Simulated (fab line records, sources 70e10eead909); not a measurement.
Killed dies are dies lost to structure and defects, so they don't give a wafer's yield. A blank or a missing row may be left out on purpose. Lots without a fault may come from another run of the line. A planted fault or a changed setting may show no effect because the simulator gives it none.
Which tool did it? | flow nand_harc | 24 lots, 72 wafers sampled, at 6 steps of a route of 1302

WHAT THE GAUGES READ, wafer by wafer
NHARC_P_GATE_CD_MEAS_26: target cd 120 nm. Usual: cd_nm 120.4 nm, standard deviation 0.77.
lot  | measured     | on        | cd_nm (nm)        | flag
L074 | day 4 23:53  | cd_sem-01 | 119.4 119.8 120.0 |
L075 | day 5 13:06  | cd_sem-01 | 119.9 120.3 121.0 |
L076 | day 5 18:17  | cd_sem-01 | 120.4 120.4 120.9 |
L077 | day 6 05:43  | cd_sem-01 | 120.7 120.2 120.8 |
L078 | day 6 17:03  | cd_sem-02 | 119.8 119.6 120.0 |
L079 | day 7 01:31  | cd_sem-02 | 120.1 120.5 120.2 |
L080 | day 7 14:46  | cd_sem-02 | 120.1 119.5 120.0 |
L081 | day 8 02:05  | cd_sem-03 | 119.7 120.4 119.4 |
L082 | day 8 10:12  | cd_sem-02 | 120.2 120.1 119.6 |
L083 | day 9 00:53  | cd_sem-02 | 120.0 119.8 118.7 |
L084 | day 9 09:59  | cd_sem-01 | 119.8 119.8 119.1 |
L085 | day 10 03:07 | cd_sem-02 | 120.3 120.5 120.6 |
L086 | day 10 03:52 | cd_sem-02 | 121.9 122.2 120.9 |
L089 | day 11 02:00 | cd_sem-02 | 121.6 121.4 121.4 |
L087 | day 11 02:38 | cd_sem-02 | 119.2 119.6 119.4 |
L088 | day 11 02:58 | cd_sem-02 | 119.2 119.8 119.3 |
L090 | day 11 22:15 | cd_sem-02 | 120.4 120.3 119.9 |
L091 | day 12 06:02 | cd_sem-03 | 121.2 121.5 121.3 |
L092 | day 12 16:27 | cd_sem-03 | 119.8 120.1 119.2 |
L093 | day 13 01:28 | cd_sem-02 | 120.7 120.8 120.9 |
L094 | day 13 12:29 | cd_sem-01 | 120.8 120.8 120.7 |
L095 | day 14 01:47 | cd_sem-02 | 121.8 120.8 121.4 |
L096 | day 14 10:20 | cd_sem-01 | 121.4 120.5 120.7 |
L097 | day 14 13:51 | cd_sem-03 | 121.2 121.1 120.4 |

NHARC_P_CONTACT_INSPECT_27. Usual: raw_defect_count 303, standard deviation 130.
lot  | measured     | on                | raw_defect_count | flag
L074 | day 5 23:44  | defect_inspect-02 | 253 330 202      |
L075 | day 6 12:46  | defect_inspect-01 | 445 462 270      |
L076 | day 6 18:08  | defect_inspect-01 | 299 358 252      |
L077 | day 7 05:18  | defect_inspect-02 | 383 319 300      |
L078 | day 7 16:56  | defect_inspect-02 | 404 270 376      |
L079 | day 8 00:43  | defect_inspect-02 | 274 262 510      |
L080 | day 8 13:56  | defect_inspect-01 | 209 301 161      |
L081 | day 9 03:55  | defect_inspect-01 | 272 353 493      |
L082 | day 9 09:28  | defect_inspect-01 | 358 518 266      |
L083 | day 10 00:17 | defect_inspect-01 | 237 197 233      |
L084 | day 10 11:31 | defect_inspect-02 | 401 371 345      |
L085 | day 11 02:35 | defect_inspect-01 | 241 271 189      |
L086 | day 11 03:17 | defect_inspect-01 | 173 403 274      |
L089 | day 12 01:19 | defect_inspect-01 | 183 284 228      |
L087 | day 12 02:08 | defect_inspect-02 | 131 196 202      |
L088 | day 12 04:12 | defect_inspect-01 | 161 411 219      |
L090 | day 12 21:25 | defect_inspect-01 | 547 300 300      |
L091 | day 13 05:34 | defect_inspect-01 | 159 264 223      |
L092 | day 13 15:49 | defect_inspect-02 | 335 277 338      |
L093 | day 14 01:11 | defect_inspect-01 | 300 173 180      |
L094 | day 14 11:50 | defect_inspect-01 | 195 289 315      |
L095 | day 15 01:34 | defect_inspect-01 | 240 282 279      |
L096 | day 15 10:16 | defect_inspect-02 | 165 189 242      |
L097 | day 15 13:28 | defect_inspect-01 | 611 483 509      |

NHARC_P_M0_CD_MEAS_16. Usual: cd_nm 89.7 nm, standard deviation 0.85.
lot  | measured     | on        | cd_nm (nm)     | flag
L074 | day 6 01:07  | cd_sem-02 | 89.2 88.0 89.3 |
L075 | day 6 14:11  | cd_sem-03 | 89.6 90.2 89.5 |
L076 | day 6 19:24  | cd_sem-03 | 89.5 89.0 89.7 |
L077 | day 7 07:14  | cd_sem-03 | 88.4 88.3 88.0 |
L078 | day 7 18:23  | cd_sem-03 | 88.5 87.8 88.7 |
L079 | day 8 02:06  | cd_sem-01 | 90.2 90.4 90.3 |
L080 | day 8 15:19  | cd_sem-01 | 91.5 90.0 89.5 |
L081 | day 9 05:19  | cd_sem-01 | 89.1 90.4 88.3 |
L082 | day 9 10:53  | cd_sem-01 | 88.5 89.3 88.6 |
L083 | day 10 01:44 | cd_sem-01 | 89.9 89.4 88.6 |
L084 | day 10 12:54 | cd_sem-03 | 89.3 89.8 90.6 |
L085 | day 11 03:58 | cd_sem-01 | 90.2 89.3 90.3 |
L086 | day 11 04:40 | cd_sem-02 | 90.4 90.3 90.4 |
L089 | day 12 02:42 | cd_sem-03 | 91.1 90.6 90.7 |
L087 | day 12 03:31 | cd_sem-03 | 90.5 90.2 90.5 |
L088 | day 12 05:38 | cd_sem-03 | 89.4 90.0 88.7 |
L090 | day 12 22:52 | cd_sem-02 | 89.0 90.2 89.9 |
L091 | day 13 06:57 | cd_sem-01 | 90.3 89.8 89.6 |
L092 | day 13 17:12 | cd_sem-02 | 89.4 89.4 90.0 |
L093 | day 14 02:39 | cd_sem-01 | 91.0 90.2 90.2 |
L094 | day 14 13:17 | cd_sem-01 | 89.5 90.0 89.5 |
L095 | day 15 02:50 | cd_sem-03 | 89.9 88.7 88.7 |
L096 | day 15 11:40 | cd_sem-01 | 89.9 89.8 90.5 |
L097 | day 15 14:55 | cd_sem-02 | 90.4 89.5 89.2 |

WHICH TOOL RAN EACH LOT (tool, then ch and the chambers of the sampled wafers, then the start)
lot  | NHARC_P_GATE_STRIP_101             | NHARC_P_GATE_RTA_82              | NHARC_P_CONTACT_PVD_32
L074 | rie_diel-10 ch 0,2, day 5 11:01    | rtp_anneal-01 ch 0, day 5 18:33  | pvd_sputter-03, day 5 23:44 or earlier
L075 | rie_diel-06 ch 2,3, day 6 00:13    | rtp_anneal-02 ch 0, day 6 07:44  | pvd_sputter-01, day 6 12:46 or earlier
L076 | rie_diel-10 ch 0,1,2, day 6 05:26  | rtp_anneal-01 ch 0, day 6 12:47  | pvd_sputter-01, day 6 18:08 or earlier
L077 | rie_diel-10 ch 2,3, day 6 16:47    | rtp_anneal-01 ch 0, day 7 00:13  | pvd_sputter-01, day 7 05:18 or earlier
L078 | rie_diel-06 ch 0,2,3, day 7 04:09  | rtp_anneal-02 ch 0, day 7 11:45  | pvd_sputter-01, day 7 16:56 or earlier
L079 | rie_diel-06 ch 0,1,2, day 7 12:33  | rtp_anneal-02 ch 0, day 7 19:42  | pvd_sputter-01, day 8 00:43 or earlier
L080 | rie_diel-01 ch 0,1, day 8 01:48    | rtp_anneal-02 ch 0, day 8 08:46  | pvd_sputter-01, day 8 13:56 or earlier
L081 | rie_diel-06 ch 1,3, day 8 15:16    | rtp_anneal-02 ch 0, day 8 22:48  | pvd_sputter-01, day 9 03:55 or earlier
L082 | rie_diel-10 ch 0,3, day 8 21:14    | rtp_anneal-02 ch 0, day 9 04:23  | pvd_sputter-03, day 9 09:28 or earlier
L083 | rie_diel-10 ch 0,1,2, day 9 11:56  | rtp_anneal-01 ch 0, day 9 19:11  | pvd_sputter-01, day 10 00:17 or earlier
L084 | rie_diel-06 ch 0,2,3, day 9 23:01  | rtp_anneal-02 ch 0, day 10 06:23 | pvd_sputter-02, day 10 10:08
L085 | rie_diel-10 ch 0,2,3, day 10 14:11 | rtp_anneal-02 ch 0, day 10 21:29 | pvd_sputter-01, day 11 02:35 or earlier
L086 | rie_diel-01 ch 2,3, day 10 14:55   | rtp_anneal-02 ch 0, day 10 22:10 | pvd_sputter-03, day 11 03:17 or earlier
L089 | rie_diel-01 ch 1,2, day 11 13:11   | rtp_anneal-01 ch 0, day 11 20:22 | pvd_sputter-03, day 12 01:19 or earlier
L087 | rie_diel-06 ch 0,2,3, day 11 13:43 | rtp_anneal-01 ch 0, day 11 20:58 | pvd_sputter-02, day 12 02:08 or earlier
L088 | rie_diel-10 ch 2,3, day 11 16:11   | rtp_anneal-01 ch 0, day 11 23:15 | pvd_sputter-01, day 12 04:12 or earlier
L090 | rie_diel-06 ch 0,1,3, day 12 09:19 | rtp_anneal-02 ch 0, day 12 16:25 | pvd_sputter-03, day 12 21:25 or earlier
L091 | rie_diel-06 ch 1,3, day 12 17:04   | rtp_anneal-02 ch 0, day 13 00:23 | pvd_sputter-03, day 13 05:34 or earlier
L092 | rie_diel-06 ch 0,2,3, day 13 03:25 | rtp_anneal-01 ch 0, day 13 10:52 | pvd_sputter-02, day 13 15:49 or earlier
L093 | rie_diel-06 ch 0,1,3, day 13 12:29 | rtp_anneal-02 ch 0, day 13 19:56 | pvd_sputter-02, day 14 01:11 or earlier
L094 | rie_diel-01 ch 2,3, day 13 23:37   | rtp_anneal-01 ch 0, day 14 06:46 | pvd_sputter-02, day 14 11:50 or earlier
L095 | rie_diel-01 ch 1,2,3, day 14 13:10 | rtp_anneal-01 ch 0, day 14 20:32 | pvd_sputter-01, day 15 01:34 or earlier
L096 | rie_diel-01 ch 0,2,3, day 14 21:26 | rtp_anneal-01 ch 0, day 15 05:06 | pvd_sputter-02, day 15 10:16 or earlier
L097 | rie_diel-06 ch 2,3, day 15 01:02   | rtp_anneal-01 ch 0, day 15 08:26 | pvd_sputter-02, day 15 13:28 or earlier
- NHARC_P_GATE_STRIP_101: strips in O2, time 20 s.
- NHARC_P_GATE_RTA_82: time 30 s.
- NHARC_P_CONTACT_PVD_32: deposits Ti, target thk 5 nm, time 17.7 s.

WHAT THE TOOLS THEMSELVES READ (means of the sampled wafers that have a number; where no wafer has one, the mark that the record gives instead)
NHARC_P_GATE_STRIP_101. Usual: chamber_pressure_mTorr 59.99 mTorr, standard deviation 0.053; drypump_motor_current_A 5.7 A, standard deviation 0.39; oes_product_au 0.996 a.u., standard deviation 0.0088; rf_vpp_V 57.7 V, standard deviation 0.89; showerhead_plenum_p_Torr 3.49 Torr, standard deviation 0.14; throttle_valve_pct 17.036 %, standard deviation 0.0094.
lot  | tool        | chamber_pressure_mTorr (mTorr) | drypump_motor_current_A (A) | oes_product_au (a.u.) | rf_vpp_V (V) | showerhead_plenum_p_Torr (Torr) | throttle_valve_pct (%) | flag
L074 | rie_diel-10 | 59.97                          | 6.1                         | 0.998                 | 57.8         | 3.52                            | 17.044                 |
L075 | rie_diel-06 | 60.06                          | 5.5                         | 0.996                 | 58.6         | 3.41                            | 17.046                 |
L076 | rie_diel-10 | 59.96                          | 5.9                         | 1.001                 | 58.2         | 3.44                            | 17.031                 |
L077 | rie_diel-10 | 60.01                          | 5.6                         | 0.995                 | 56.8         | 3.63                            | 17.043                 |
L078 | rie_diel-06 | 59.96                          | 5.6                         | 1.005                 | 57.9         | 3.47                            | 17.038                 |
L079 | rie_diel-06 | 59.92                          | 5.9                         | 0.997                 | 57.7         | 3.48                            | 17.040                 |
L080 | rie_diel-01 | 60.04                          | 6.4                         | 1.003                 | 58.1         | 3.68                            | 17.050                 |
L081 | rie_diel-06 | 59.93                          | 5.7                         | 0.998                 | 56.8         | 3.32                            | 17.036                 |
L082 | rie_diel-10 | 59.95                          | 5.8                         | 0.996                 | 57.6         | 3.43                            | 17.038                 |
L083 | rie_diel-10 | 59.99                          | 5.9                         | 0.994                 | 57.4         | 3.44                            | 17.039                 |
L084 | rie_diel-06 | 59.99                          | 5.6                         | 1.001                 | 57.7         | 3.47                            | 17.038                 |
L085 | rie_diel-10 | 59.94                          | 5.8                         | 1.002                 | 57.7         | 3.53                            | 17.031                 |
L086 | rie_diel-01 | 60.05                          | 5.4                         | 0.994                 | 58.2         | 3.64                            | 17.034                 |
L089 | rie_diel-01 | 59.96                          | 5.9                         | 1.003                 | 57.9         | 3.70                            | 17.045                 |
L087 | rie_diel-06 | 60.00                          | 5.6                         | 0.986                 | 57.4         | 3.46                            | 17.031                 |
L088 | rie_diel-10 | 59.96                          | 5.6                         | 1.000                 | 57.9         | 3.63                            | 17.031                 |
L090 | rie_diel-06 | 59.99                          | 5.8                         | 0.997                 | 57.6         | 3.37                            | 17.038                 |
L091 | rie_diel-06 | 59.99                          | 6.0                         | 0.988                 | 57.0         | 3.32                            | 17.032                 |
L092 | rie_diel-06 | 59.94                          | 5.6                         | 0.997                 | 58.7         | 3.46                            | 17.028                 |
L093 | rie_diel-06 | 60.01                          | 5.8                         | 0.999                 | 57.5         | 3.37                            | 17.038                 |
L094 | rie_diel-01 | 59.97                          | 5.2                         | 0.999                 | 57.8         | 3.61                            | 17.038                 |
L095 | rie_diel-01 | 60.05                          | 5.7                         | 0.999                 | 58.1         | 3.67                            | 17.033                 |
L096 | rie_diel-01 | 60.04                          | 5.6                         | 0.994                 | 58.1         | 3.59                            | 17.038                 |
L097 | rie_diel-06 | 59.94                          | 5.4                         | 0.992                 | 57.5         | 3.40                            | 17.037                 |

NHARC_P_GATE_RTA_82. Usual: anneal_temp_c_max 452.1, standard deviation 0.52; lamp_power_pct 3.79 %, standard deviation 0.2; lamp_zone_3_pct 3.79 %, standard deviation 0.2; wafer_temp_C_max 452.7, standard deviation 0.73.
lot  | tool          | anneal_temp_c_max | lamp_power_pct (%) | lamp_zone_3_pct (%) | wafer_temp_C_max | flag
L074 | rtp_anneal-01 | 452.2             | 3.99               | 3.99                | 453.3            |
L075 | rtp_anneal-02 | 451.1             | 3.59               | 3.59                | 452.2            |
L076 | rtp_anneal-01 | 452.6             | 3.99               | 3.99                | 453.3            |
L077 | rtp_anneal-01 | 452.5             | 3.99               | 3.99                | 452.7            |
L078 | rtp_anneal-02 | 451.6             | 3.59               | 3.59                | 452.1            |
L079 | rtp_anneal-02 | 451.7             | 3.59               | 3.60                | 451.8            |
L080 | rtp_anneal-02 | 451.8             | 3.60               | 3.59                | 452.1            |
L081 | rtp_anneal-02 | 451.9             | 3.60               | 3.60                | 451.9            |
L082 | rtp_anneal-02 | 452.1             | 3.60               | 3.59                | 452.3            |
L083 | rtp_anneal-01 | 452.4             | 3.99               | 3.99                | 452.8            |
L084 | rtp_anneal-02 | 451.8             | 3.59               | 3.60                | 452.4            |
L085 | rtp_anneal-02 | 451.5             | 3.60               | 3.60                | 452.8            |
L086 | rtp_anneal-02 | 451.7             | 3.59               | 3.59                | 452.4            |
L089 | rtp_anneal-01 | 452.6             | 3.99               | 3.99                | 453.2            |
L087 | rtp_anneal-01 | 452.5             | 3.99               | 3.99                | 453.1            |
L088 | rtp_anneal-01 | 452.6             | 3.99               | 3.99                | 453.5            |
L090 | rtp_anneal-02 | 451.9             | 3.59               | 3.60                | 452.3            |
L091 | rtp_anneal-02 | 451.7             | 3.59               | 3.60                | 452.0            |
L092 | rtp_anneal-01 | 452.8             | 3.99               | 3.99                | 453.1            |
L093 | rtp_anneal-02 | 451.6             | 3.59               | 3.59                | 452.4            |
L094 | rtp_anneal-01 | 452.5             | 3.99               | 3.99                | 453.0            |
L095 | rtp_anneal-01 | 452.7             | 3.99               | 3.99                | 453.1            |
L096 | rtp_anneal-01 | 452.5             | 3.99               | 3.98                | 453.6            |
L097 | rtp_anneal-01 | 452.0             | 3.99               | 3.99                | 453.7            |

NHARC_P_CONTACT_PVD_32. Usual: throttle_valve_pct 30.1 %, standard deviation 1.4.
lot  | tool           | throttle_valve_pct (%) | flag
L074 | pvd_sputter-03 | 29.0                   |
L075 | pvd_sputter-01 | 30.8                   |
L076 | pvd_sputter-01 | 29.8                   |
L077 | pvd_sputter-01 | 31.4                   |
L078 | pvd_sputter-01 | 30.9                   |
L079 | pvd_sputter-01 | 31.2                   |
L080 | pvd_sputter-01 | 31.2                   |
L081 | pvd_sputter-01 | 30.8                   |
L082 | pvd_sputter-03 | 29.8                   |
L083 | pvd_sputter-01 | 30.8                   |
L084 | pvd_sputter-02 | 29.1                   |
L085 | pvd_sputter-01 | 31.6                   |
L086 | pvd_sputter-03 | 30.1                   |
L089 | pvd_sputter-03 | 29.9                   |
L087 | pvd_sputter-02 | 29.1                   |
L088 | pvd_sputter-01 | 31.1                   |
L090 | pvd_sputter-03 | 30.2                   |
L091 | pvd_sputter-03 | 29.8                   |
L092 | pvd_sputter-02 | 28.9                   |
L093 | pvd_sputter-02 | 28.9                   |
L094 | pvd_sputter-02 | 28.8                   |
L095 | pvd_sputter-01 | 29.2                   |
L096 | pvd_sputter-02 | 28.4                   |
L097 | pvd_sputter-02 | 29.1                   |

THE ANSWER, worked out from the rows above alone
Rule: a lot is off if the mean of its wafers that have a number lies more than 3 standard deviations from the usual mean. A lot without any number at a reading at which 4 lots or more have one is off too. The other lots that the step has rows for count as sound. The gauges are gone through in route order, then the tools' own readings, and for those a lot's mean is taken as printed above. The first step at which some lot is off is used, and at that step the reading that is off furthest; a lot without a number counts as furthest.
No lot is off at any reading shown: from this, nothing can be told.

WHAT THE SIMULATOR HAD PUT IN
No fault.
